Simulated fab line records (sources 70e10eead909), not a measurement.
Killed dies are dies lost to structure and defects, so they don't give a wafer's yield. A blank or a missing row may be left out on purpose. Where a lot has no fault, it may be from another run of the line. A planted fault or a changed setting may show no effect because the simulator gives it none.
Chamber matching | flow nand_harc | rie_diel-10 running NHARC_A_CHANNEL_FILL_D1_ETCHBACK_20: 4 sister chambers
The step etches the open film in C4F8/O2/Ar, target depth 27 nm, time 13.5 s. 4 wafers are shown with their chamber, then 7 later ones without.

EACH WAFER AND ITS CHAMBER
wafer  | chamber | rf_vpp_V (V)
L842.2 | 2       | 987
L845.5 | 0       | 973
L849.1 | 1       | 974
L849.2 | 3       | 979

WAFERS WITHOUT THEIR CHAMBER
wafer  | rf_vpp_V (V)
L849.3 | 973
L857.2 | 988
L857.3 | 974
L857.4 | 974
L859.1 | 979
L859.3 | 976
L859.4 | 988

CHAMBER TAKEN BY EACH
wafer  | from the rows above          | in truth
L849.3 | can't be placed: 0 or 1      | 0
L857.2 | 2                            | 2
L857.3 | can't be placed: 1 or 0      | 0
L857.4 | can't be placed: 1 or 0      | 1
L859.1 | 3                            | 3
L859.3 | can't be placed: 1 or 0 or 3 | 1
L859.4 | 2                            | 2
Correctly placed: 3 of 7. These rows do not allow placing 4 (true chamber among the candidates in 4). 0 placed wrongly.
How it was worked out, from the rows above alone: a wafer's distance from a chamber is the root of the sum, over the readings, of the square of ((its reading less the chamber's mean) divided by the reading's scatter). If the next closest chamber is less than 2 further off than the closest, the wafer can't be placed; otherwise it belongs to the closest. The mean given for a chamber averages the wafers shown for that chamber. The scatter: with one shown wafer a chamber, the root of the mean of the squares of how far each hidden wafer lies from its nearest shown one.
